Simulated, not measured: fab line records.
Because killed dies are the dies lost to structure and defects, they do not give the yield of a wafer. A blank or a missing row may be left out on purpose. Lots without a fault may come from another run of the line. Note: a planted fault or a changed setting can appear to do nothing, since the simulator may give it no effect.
A struck lot beside a sound one	flow n5 finfet	34 steps out of a route of 1938
Sound: wafers L663.1, L663.5, L663.6. Struck: wafer L672.4. (L672.2, L672.5 of the same lot were not struck and are left out.) The cause comes at the end.
For every step that has rows: the tool of each side, followed by ch and its chambers, followed by its first start. Under that, the readings that differ: sound wafers	struck wafers	difference of the means	sigmas: that difference in standard deviations of wafers without a fault.
alike: readings with means less than 2 such deviations apart, plus words and numbers identical on both sides. not compared: withheld readings, readings lacking a value on some wafer, bounds such as >300 that could conceal the same value, and numbers that have no deviation in the record and whose values overlap.
A row with sigmas, a row that says differs or no value, or rows on one side alone: a step with any of these is where the two part. Numbers that don't overlap but have no deviation are shown without sigmas and don't part them. A reading missing from all wafers of one side parts the sides only when that side holds two or more wafers.

first, 9 steps without rows for these wafers: N5_BEOL_M9_DESCUM_33 (chemistry O2, time 7 s); N5_BEOL_M9_ETCH_76 (etches underlayer in N2/H2, target depth 6.5 nm, time 5.2 s); N5_BEOL_M9_ETCH_65 (etches SiARC in CF4, target depth 15.6 nm, time 26 s); N5_BEOL_M9_ETCH_66 (etches SOC in N2/H2, target depth 80 nm, overetch 16 nm, time 120 s); N5_BEOL_M9_STRIP_69 (strips in N2/H2); N5_BEOL_M9_STRIP_77 (strips in N2/H2); N5_BEOL_M9_VIA_ETCH_34 (etches SiCOH lowk in C4F6/O2, target depth 182.4 nm, time 68.4 s); N5_BEOL_M9_STRIP_73 (strips in C4F6/O2); N5_BEOL_M9_STRIP_36 (strips in N2/H2).
N5_BEOL_M9_TRENCH_ETCH_37: etches SiCOH lowk in C4F6/O2, target depth 151.43 nm, time 49 s.
  sound on rie diel-03 ch 1,2, day 13 00:44; struck on rie diel-03 ch 3, day 14 12:44
reading	sound	struck	difference	sigmas
rf vpp V (V)	669 669 669	655	-14	-2
throttle valve pct (%)	20.73 20.74 20.79	21.28	+0.53	+2
  alike: drypump motor current A, oes_o_777_au, oes product au, showerhead plenum p Torr
  not compared: rf hours counter h
then, 23 steps without rows for these wafers: N5_BEOL_M9_ETCH_41 (etches SiCN in CH3F/O2, target depth 36.6 nm, time 70.1 s); N5_BEOL_M9_STRIP_80 (strips in N2/H2, time 10 s); N5_BEOL_M9_HM_STRIP_39 (strips TiN in peroxide tin strip, target depth 25 nm, time 158 s); N5_BEOL_M9_SRD_40 (time 30 s); N5_BEOL_M9_PRECLEAN_42 (cleans in residue remover, time 60 s); N5_BEOL_M9_SRD_43 (time 30 s); N5_BEOL_M9_CURE_72 (cures SiCOH lowk, time 120 s); N5_BEOL_M9_DEGAS_44 (time 60 s); N5_BEOL_M9_PRE_CLEAN_45 (time 30 s); N5_BEOL_M9_ALD_74 (deposits TaN, target thk 2 nm, pulse time 2 s, purge time 3 s); N5_BEOL_M9_SURFACE_TREAT_79; N5_BEOL_M9_CVD_78 (deposits Co from CCTBA/H2, target thk 2 nm, time 138.9 s); N5_BEOL_M9_SPUTTER_48 (material Cu, target thk 12 nm, time 2 s); N5_BEOL_M9_ECD_50 (material Cu, target thk 318 nm); N5_BEOL_M9_ANNEAL_51 (time 90 s); N5_BEOL_M9_CMP_52 (polishes, stops on SiCOH lowk, t overpolish 7 s, target thk 140 nm); N5_BEOL_M9_PRE_CLEAN_55 (time 15 s); N5_BEOL_M9_DEP_56 (deposits SiCN from 3MS/NH3, target thk 15 nm, time 26.5 s); N5_BEOL_M10_ILD_DEP_00 (deposits SiCOH lowk from DEMS/porogen, target thk 308.51 nm, time 58 s); N5_BEOL_M10_CURE_71 (cures SiCOH lowk, time 240 s); N5_BEOL_M10_PECVD_70 (deposits SiO2 from TEOS/O2, target thk 20 nm, time 22.7 s); N5_BEOL_M10_HM_DEP_02 (deposits TiN, target thk 20 nm); N5_BEOL_M10_COAT_59 (time 60 s, resist thk 100 nm).
-- a jump in the record: the struck wafers' starts before and after are 3 days apart (it breaks off in module BEOL_M10 and resumes in module PASSIVATION, where the first step shown is number 1936 of the route) --
N5_PASSIVATION_PROBE_49:
  only the struck wafers here have rows in the record (prober-01, day 17 02:53); the sound ones have none

WHERE THEY PART
First at N5_BEOL_M9_TRENCH_ETCH_37; last, within this record, at N5_PASSIVATION_PROBE_49.

WHY: what the simulator had put in
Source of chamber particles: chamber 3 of rie diel-03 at N5_BEOL_M9_TRENCH_ETCH_37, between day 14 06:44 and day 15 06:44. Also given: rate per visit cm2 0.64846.
